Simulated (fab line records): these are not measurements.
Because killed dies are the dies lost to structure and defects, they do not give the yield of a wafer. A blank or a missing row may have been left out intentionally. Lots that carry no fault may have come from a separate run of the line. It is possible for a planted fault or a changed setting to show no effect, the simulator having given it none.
Chamber matching | flow n5 finfet | 4 sister chambers for N5_BEOL_M5_STRIP_64 on rie diel-02
The step strips in CF4. 4 wafers are shown with their chamber, then 11 later ones without.

WAFERS PAIRED WITH THEIR CHAMBERS
wafer  | chamber | drypump motor current A (A)
L084.5 | 0       | 6.0
L087.5 | 1       | 5.9
L087.6 | 2       | 5.6
L085.2 | 3       | 4.7

WAFERS MISSING THEIR CHAMBER
wafer  | drypump motor current A (A)
L085.5 | 6.0
L085.6 | 4.8
L086.1 | 5.7
L086.3 | 5.9
L086.4 | 4.7
L093.1 | 4.8
L093.4 | 4.8
L093.6 | 5.9
L095.3 | 4.7
L095.5 | 4.8
L095.6 | 5.6

WHICH CHAMBER EACH WENT THROUGH
wafer  | from the rows above     | in truth
L085.5 | can't be placed: 0 or 1 | 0
L085.6 | 3                       | 3
L086.1 | can't be placed: 2 or 1 | 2
L086.3 | can't be placed: 1 or 0 | 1
L086.4 | 3                       | 3
L093.1 | 3                       | 3
L093.4 | 3                       | 3
L093.6 | can't be placed: 1 or 0 | 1
L095.3 | 3                       | 3
L095.5 | 3                       | 3
L095.6 | 2                       | 2
Correct placement for 7 of the 11. From these rows, 4 cannot be placed; in 4 the true chamber is one of the candidates. Placed wrongly: 0.
How it was worked out, from the rows above alone: a wafer's distance from a chamber is the root of the sum, over the readings, of the square of ((its reading less the chamber's mean) divided by the reading's scatter). The wafer belongs to the nearest chamber; if the next one is less than 2 further off, it can't be placed. A chamber's mean is the mean of its shown wafers. The scatter: with one shown wafer a chamber, the root of the mean of the squares of how far each hidden wafer lies from its nearest shown one.
